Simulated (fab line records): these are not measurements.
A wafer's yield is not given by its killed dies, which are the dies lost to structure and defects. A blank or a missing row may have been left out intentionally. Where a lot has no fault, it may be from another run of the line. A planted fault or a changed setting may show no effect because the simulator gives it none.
Matching of chambers	flow n5Finfet	N5_BEOL_M9_VIA_ETCH_34 on rieDiel-04: 4 sister chambers
The step etches SiCOH lowk in C4F6/O2, target depth 182.4 nm, time 68.4 s. 4 wafers are shown with their chamber, then 9 later ones without.

## WAFERS PAIRED WITH THEIR CHAMBERS
wafer	chamber	drypumpMotorCurrentA (A)
L086.5	2	5.7
L091.6	1	5.0
L090.3	3	6.7
L090.5	0	6.1

## WAFERS WITH NO CHAMBER GIVEN
wafer	drypumpMotorCurrentA (A)
L092.2	5.7
L092.4	6.6
L092.5	6.7
L093.2	6.1
L093.3	6.6
L093.6	5.1
L097.3	6.6
L097.4	6.6
L097.6	5.1

## THE CHAMBER EACH PASSED THROUGH
wafer	from the rows above	in truth
L092.2	2	2
L092.4	3	3
L092.5	3	3
L093.2	0	0
L093.3	3	3
L093.6	1	1
L097.3	3	3
L097.4	3	3
L097.6	1	1
Correctly placed: 9 of 9. Can't be placed from these rows: 0. Number placed wrongly: 0.
How it was worked out, from the rows above alone: a wafer's distance from a chamber is the root of the sum, over the readings, of the square of ((its reading less the chamber's mean) divided by the reading's scatter). If the next closest chamber is less than 2 further off than the closest, the wafer can't be placed; otherwise it belongs to the closest. A chamber's mean is the mean of its shown wafers. The scatter (one wafer shown for each chamber): square how far every hidden wafer sits from the nearest shown wafer, average those squares and take the square root.
